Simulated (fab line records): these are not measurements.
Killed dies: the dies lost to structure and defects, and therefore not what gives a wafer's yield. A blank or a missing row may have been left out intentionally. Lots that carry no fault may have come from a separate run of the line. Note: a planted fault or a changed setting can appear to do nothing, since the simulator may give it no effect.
The same fault as seen by 2 desks / flow nand harc / only its own numbers are on each desk; what lay behind them is given at the end

== FOR THE TOOL OWNER'S DESK: pecvd onon-01 ==
The tool's own readings at NHARC_A_ONON_D1_DEP_00 (target thk 1000 nm): means of the sampled wafers that have a number, for each lot that ran on this tool. The brackets show how far a lot's mean lies from the usual mean; more than 4 standard deviations puts the lot out of limits, marked OUT.
Columns: A = susceptor temp C at NHARC_A_ONON_D1_DEP_00, usual 399.99 C
lot=L743; first seen here=day 9 20:47; A=400.17
lot=L744; first seen here=day 10 04:32; A=399.82
lot=L751; first seen here=day 13 18:04; A=400.03
lot=L755; first seen here=day 14 21:31; A=400.08
This desk found nothing out of limits on any of the 4 lots.

== FROM THE METROLOGY DESK ==
What the gauges read, lot by lot, whatever tool the lot ran on: means of the sampled wafers that have a number. The brackets show how far a lot's mean lies from the usual mean; more than 4 standard deviations puts the lot out of limits, marked OUT.
Columns: A = thk nm at NHARC_A_ONON_D1_THK_MEAS_02, usual 1000 nm
lot=L741; first seen here=day 9 07:05; A=997
lot=L742; first seen here=day 9 07:07; A=1000
lot=L743; first seen here=day 9 21:11; A=995
lot=L744; first seen here=day 10 05:03; A=991
lot=L745; first seen here=day 10 16:02; A=998
lot=L751; first seen here=day 13 18:35; A=889 (-14) OUT
lot=L755; first seen here=day 14 22:02; A=883 (-15) OUT
lot=L756; first seen here=day 15 07:34; A=1007
lot=L758; first seen here=day 15 22:09; A=1005
lot=L760; first seen here=day 16 16:25; A=996
lot=L761; first seen here=day 17 11:33; A=1021
Finding of this desk: L751, L755 out of limits; the first was L751 at day 13 18:35, on thk nm at NHARC_A_ONON_D1_THK_MEAS_02. L741, L742, L743, L744, L745, L756, L758, L760, L761 stayed within limits.

== PUT TOGETHER ==
An alarm was possible from the metrology desk at day 13 18:35, on L751, L755.
The tool owner's desk saw nothing out of limits.
The tool owner's desk has L751, L755 on record, within its limits.
Of the lots named, all ran NHARC_A_ONON_D1_DEP_00 on pecvd onon-01.

== WHAT HAD BEEN PUT IN BY THE SIMULATOR ==
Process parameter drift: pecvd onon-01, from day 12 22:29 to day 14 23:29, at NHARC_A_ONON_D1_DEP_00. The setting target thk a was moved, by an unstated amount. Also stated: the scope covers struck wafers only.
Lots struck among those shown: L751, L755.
Time in hours between the start of the fault and the first out-of-limits reading at each desk: metrology desk, 20.
